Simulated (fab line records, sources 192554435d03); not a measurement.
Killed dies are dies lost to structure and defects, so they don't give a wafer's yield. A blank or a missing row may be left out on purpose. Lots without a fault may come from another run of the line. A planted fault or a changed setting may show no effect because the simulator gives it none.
Which tool did it? | flow n5_finfet | 7 lots, 18 wafers sampled, at 2 steps of a route of 1938

WHAT THE GAUGES READ, wafer by wafer
N5_BEOL_M10_CD_MEAS_28: target cd 70 nm.
lot  | measured     | on        | cd_nm (nm)
L910 | day 10 06:09 | cd_sem-02 | 70.0 70.0 69.8
L913 | day 11 08:29 | cd_sem-02 | 71.4 70.3
L915 | day 11 15:52 | cd_sem-02 | 71.2 71.1
L920 | day 12 18:52 | cd_sem-02 | - - -
L928 | day 15 00:20 | cd_sem-01 | 71.3 71.4 70.6
L929 | day 15 17:21 | cd_sem-01 | 71.4 72.5 71.9
L932 | day 16 15:34 | cd_sem-02 | 69.8 71.8

WHICH TOOL RAN EACH LOT (tool, then ch and the chambers of the sampled wafers, then the start)
lot  | N5_BEOL_M10_DEVELOP_27
L910 | litho_track-03 ch 0, day 10 06:05
L913 | litho_track-04 ch 0, day 11 08:25
L915 | litho_track-02 ch 0, day 11 15:47
L920 | litho_track-02, day 12 18:48
L928 | litho_track-04 ch 0, day 15 00:17
L929 | litho_track-04 ch 0, day 15 17:17
L932 | litho_track-02 ch 0, day 16 15:30
- N5_BEOL_M10_DEVELOP_27: develop time 30 s.

THE ANSWER, worked out from the rows above alone
Rule: what is usual is taken from the lots themselves. Put in order of their means at a reading, lots are off if they are a third of the lots or fewer, leave a main group of 4 or more, and stand apart from it by a gap of 3 or more times the standard deviation of the main group's means; of several such gaps the widest counts. A main group whose means are all the same, to the digits that the tables above print for the reading, isn't used. A lot without any number at a reading at which 4 lots or more have one is off too. The other lots that the step has rows for count as sound.
Off: L920, at N5_BEOL_M10_CD_MEAS_28 (cd_nm). Without a number there: L920. The main group: mean 71.0 nm, standard deviation 0.59.
A tool fits if, at a process step before that reading, it ran every lot that is off, and no sound lot after the first of them. The gauges at N5_BEOL_M10_CD_MEAS_28 are tried like those tools. None of those tried fits.

WHAT THE SIMULATOR HAD PUT IN
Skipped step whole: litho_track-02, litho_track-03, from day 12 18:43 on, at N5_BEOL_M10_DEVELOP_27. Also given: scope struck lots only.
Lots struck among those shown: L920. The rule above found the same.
